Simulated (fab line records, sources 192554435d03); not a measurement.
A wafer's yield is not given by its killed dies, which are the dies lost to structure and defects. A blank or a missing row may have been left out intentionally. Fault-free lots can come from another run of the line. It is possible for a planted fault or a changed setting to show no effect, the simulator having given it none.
Chamber matching :: flow n5 finfet :: N5_BEOL_M3_ETCH_70 on rie diel-02: 4 sister chambers
The step etches SOC in N2/H2, target depth 80 nm, overetch 16 nm, time 120 s. 4 wafers are shown with their chamber, then 7 later ones without.

== WAFERS PAIRED WITH THEIR CHAMBERS ==
wafer: L080.5
chamber: 0
showerhead plenum p Torr (Torr): 2.53

wafer: L086.5
chamber: 1
showerhead plenum p Torr (Torr): 2.46

wafer: L091.1
chamber: 3
showerhead plenum p Torr (Torr): 2.63

wafer: L091.2
chamber: 2
showerhead plenum p Torr (Torr): 2.31

== WAFERS WHOSE CHAMBER IS MISSING ==
wafer: L091.4
showerhead plenum p Torr (Torr): 2.52

wafer: L094.2
showerhead plenum p Torr (Torr): 2.52

wafer: L094.3
showerhead plenum p Torr (Torr): 2.30

wafer: L094.4
showerhead plenum p Torr (Torr): 2.62

wafer: L097.1
showerhead plenum p Torr (Torr): 2.62

wafer: L097.2
showerhead plenum p Torr (Torr): 2.30

wafer: L097.4
showerhead plenum p Torr (Torr): 2.52

== EACH ONE'S CHAMBER ==
wafer: L091.4
from the rows above: 0
in truth: 0

wafer: L094.2
from the rows above: 0
in truth: 0

wafer: L094.3
from the rows above: 2
in truth: 2

wafer: L094.4
from the rows above: 3
in truth: 3

wafer: L097.1
from the rows above: 3
in truth: 3

wafer: L097.2
from the rows above: 2
in truth: 2

wafer: L097.4
from the rows above: 0
in truth: 0
7 of 7 placed correctly. From these rows, 0 cannot be placed. Number placed wrongly: 0.
How it was worked out, from the rows above alone: a wafer's distance from a chamber is the root of the sum, over the readings, of the square of ((its reading less the chamber's mean) divided by the reading's scatter). The wafer belongs to the nearest chamber; if the next one is less than 2 further off, it can't be placed. The mean given for a chamber averages the wafers shown for that chamber. The scatter: root of mean squared gap, hidden wafer to nearest shown wafer, with one shown wafer a chamber.
